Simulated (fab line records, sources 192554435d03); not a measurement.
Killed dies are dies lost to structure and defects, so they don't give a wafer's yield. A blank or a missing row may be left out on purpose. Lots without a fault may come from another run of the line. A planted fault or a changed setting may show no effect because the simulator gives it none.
Problem report in the 8D (eight disciplines) form, filled by code | flow n5_finfet | the parts of the form that need people (team, actions taken, sign-off) are left out

1. THE PROBLEM
cd_nm at N5_SD_EPI_N_CD_MEAS_09 reads a mean of 112.1 nm on 1 wafer of 1 lot; wafers without a fault read 120.1 nm with a standard deviation of 0.6. That is -13 standard deviations from the usual mean.
The step: target cd 120 nm.
First seen on wafer L808.1, day 5 16:26, on cd_sem-02. The record holds 27 wafers of 9 lots with a number at this step. Rule for "out", or "out of limits": more than 4 standard deviations from the usual mean. The other wafers with a number count as sound.

2. WHAT IT IS AND WHAT IT IS NOT
question                    | is               | is not
which readings at this step | cd_nm            | -
which lots                  | L808             | L798, L800, L802, L814, L815, L817, L820, L821
which wafers of those lots  | L808.1           | L808.4, L808.5
read on which gauges        | cd_sem-02        | cd_sem-01
when                        | from day 5 16:26 | up to then (11 sound wafers); but 15 sound wafers of L814, L815, L817, L820, L821 came after

3. SUSPECTS, AND WHAT RULES EACH OUT
Counting: a tool at a process step up to the reading stays a suspect if it ran every lot that is out. Sound lots after the first of them don't rule it out here, since some wafers of a struck lot are sound.
- the gauge at N5_SD_EPI_N_CD_MEAS_09: kept. All the wafers that are out were read on cd_sem-02, and no step on other tools shows them out.
- rie_diel-04 at N5_DUMMY_GATE_ETCH_42 (etches SiO2 in CHF3/O2, target depth 3.5 nm, time 31 s): kept. It ran the lot that is out, L808 (day 5 15:12); its last sound lot up to then is L802 (day 4 01:17).
- arfi_scanner-03 at N5_SD_EPI_N_EXPOSE_06 (exposes mask SD N BLK, target cd 120 nm): kept. It ran the lot that is out, L808 (day 5 16:19); its last sound lot up to then is L800 (day 3 15:22).
- Within rie_diel-04 at N5_DUMMY_GATE_ETCH_42: the wafers that are out ran in chamber 3; their sound lot-mates ran in chambers 1, 2.
Left after counting: rie_diel-04 at N5_DUMMY_GATE_ETCH_42, arfi_scanner-03 at N5_SD_EPI_N_EXPOSE_06, cd_sem-02 at N5_SD_EPI_N_CD_MEAS_09.

4. THE CAUSE (what the simulator had put in)
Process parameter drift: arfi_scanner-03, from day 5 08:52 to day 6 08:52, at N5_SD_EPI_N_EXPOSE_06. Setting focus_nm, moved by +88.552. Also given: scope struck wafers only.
Counting left 3 suspects, and this tool is among them.

5. THE CHAIN OF EFFECTS, in route order
Each row: a reading whose mean over the struck wafers that have a number lies more than 3 standard deviations from the usual. Only readings for which the record gives a usual standard deviation are gone through. hours: the time from each lot's start at the first step in this table that gives one to its start at this step, as a median over the lots. sigmas: the change in usual standard deviations.
hours | step                   | reading | usual    | on struck wafers | change | sigmas
0     | N5_SD_EPI_N_CD_MEAS_09 | cd_nm   | 120.1 nm | 112.1            | -8.0   | -13
Later measuring or inspecting steps at which every struck wafer that the step has a row for has a number for every such reading, and none has moved that far: N5_BEOL_M4_RC_MEAS_101.

6. WHAT WOULD HAVE CAUGHT IT SOONER
In this record the first reading out of limits at a measuring or inspecting step was taken at day 5 16:26, 8 hours after the fault began at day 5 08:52.
All the lots that are out (1) had begun N5_SD_EPI_N_EXPOSE_06 on arfi_scanner-03 by day 5 16:26. A hold on the tool at that time would have spared none of them.
